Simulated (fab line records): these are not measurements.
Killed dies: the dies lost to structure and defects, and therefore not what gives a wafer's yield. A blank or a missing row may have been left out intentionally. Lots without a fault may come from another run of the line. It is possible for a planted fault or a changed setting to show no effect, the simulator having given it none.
Split-lot study -- flow n5 finfet -- 21 wafers read across 7 lots, on a route 1938 steps long

THE SPLIT ITSELF
At N5_BEOL_M0_SAQP_PECVD_96 (deposits a-Si from SiH4/He, target thk 45 nm, time 45.2 s), the setting time s was moved away from the recipe's 45.2 s on 8 of the 21 wafers read, by -13.5% to +11.2%. For the rest of the wafers, this setting stayed at what the recipe calls for.

FROM THE SPLIT TO THE READING: what the file shows between them, 4 steps
- N5_BEOL_M0_SAQP_PECVD_97: deposits SiNx from SiH4/NH3/N2, target thk 23 nm, time 19.9 s
- N5_BEOL_M0_SAQP_PECVD_04: deposits a-Si from SiH4/He, target thk 60 nm, time 60.2 s
- N5_BEOL_M0_SAQP_ETCH_101: etches SiNx in CH3F/O2, target depth 29.9 nm, time 42.7 s
- N5_BEOL_M0_SAQP_ETCH_102: etches SiO2 in CF4, target depth 4 nm, time 4.4 s

THE READING
oes product au, in a.u., at N5_BEOL_M0_SAQP_MANDREL_ETCH_103 (etches a-Si in HBr/Cl2, stops on SiCN, target depth 45 nm, bt time 10 s, time 27 s). Fault-free wafers of this fab line usually give 0.685 a.u., standard deviation 0.011 a.u.

wafer,"tool, chamber at the split","time s as run, s",against the recipe,"oes product au, a.u.",against lot-mates on the recipe
L076.3,"pecvd-01, 1",45.2,recipe,0.691,-
L076.4,"pecvd-01, 1",45.2,recipe,0.687,-
L076.5,"pecvd-01, 0",45.2,recipe,0.680,-
L078.2,"pecvd-03, 0",40.15,-11.2%,0.651,-0.045
L078.3,"pecvd-03, 0",40.15,-11.2%,0.631,-0.065
L078.4,"pecvd-03, 1",45.2,recipe,0.696,-
L080.2,"pecvd-03, 2",47.6,+5.3%,0.700,+0.018
L080.3,"pecvd-03, 1",45.2,recipe,0.675,-
L080.4,"pecvd-03, 0",45.2,recipe,0.688,-
L083.2,"pecvd-01, 1",45.2,recipe,0.676,-
L083.3,"pecvd-01, 2",50.26,+11.2%,0.727,+0.051
L083.6,"pecvd-01, 2",50.26,+11.2%,0.733,+0.057
L084.1,"pecvd-03, 2",39.1,-13.5%,0.624,-0.048
L084.2,"pecvd-03, 0",45.2,recipe,0.672,-
L084.3,"pecvd-03, 1",39.1,-13.5%,0.619,-0.053
L087.1,"pecvd-02, 2",40.02,-11.5%,0.643,-0.043
L087.2,"pecvd-02, 1",45.2,recipe,0.682,-
L087.4,"pecvd-02, 1",45.2,recipe,0.690,-
L090.1,"pecvd-03, 0",45.2,recipe,0.675,-
L090.2,"pecvd-03, 1,2",45.2,recipe,0.671,-
L090.3,"pecvd-03, 1,2",45.2,recipe,0.694,-
Where a row lists several chambers, the file gives one row for several wafers and doesn't say which wafer went through which chamber.

FIT RESULTS
A straight line over all 21 wafers: oes product au changes by +0.0041 a.u. for each +1% of time s; r = +0.96; the points scatter about the line by 0.0083 a.u.
The same after taking each lot's own level away (the mean of its wafers on the recipe; 21 wafers): +0.00431 a.u. for each +1%; r = +0.97; scatter 0.0074 a.u.
On that fit, the largest move of time s shifts the reading by 0.058 a.u.
The lots' own levels span 0.6720 to 0.6960 a.u., that is 2.2 times the standard deviation above.
Hence the lot-to-lot level has little effect on the slope; both slopes agree.
Check: -0.0597 a.u. against its lot-mates is what the line predicts for one of the wafers moved furthest among these (-13.5%) when that wafer is left out of the fit. Against them it came out at -0.048 a.u.

THE WHOLE CHAIN: every reading that the file lists as answering this split, in the file's order
step,what it does,reading,change (the file's fit),r (the file's)
N5_BEOL_M0_SAQP_PECVD_96,"deposits a-Si from SiH4/He, target thk 45 nm, time 45.2 s","a-Si_of_BEOL_M0_SAQP_PECVD_96.thk nm (the simulator's own value, which no gauge read)",+0.456 nm for each +1% of the setting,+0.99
N5_BEOL_M0_SAQP_MANDREL_ETCH_103,"etches a-Si in HBr/Cl2, stops on SiCN, target depth 45 nm, bt time 10 s, time 27 s",oes product au,+0.0042 a.u. for each +1% of the setting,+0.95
N5_BEOL_M0_SAQP_MANDREL_ETCH_103,"etches a-Si in HBr/Cl2, stops on SiCN, target depth 45 nm, bt time 10 s, time 27 s","etch.depth nm (the simulator's own value, which no gauge read)",+0.451 nm for each +1% of the setting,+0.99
N5_BEOL_M0_SAQP_SPACER2_ALD_26,"deposits SiO2, target thk 15 nm, pulse time 1 s, purge time 2 s","a-Si_of_BEOL_M0_SAQP_PECVD_96.thk nm (the simulator's own value, which no gauge read)",+0.452 nm for each +1% of the setting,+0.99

THE FILE'S OWN FIT
oes product au changes by +0.0042 a.u. for each +1% of time s, r = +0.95.
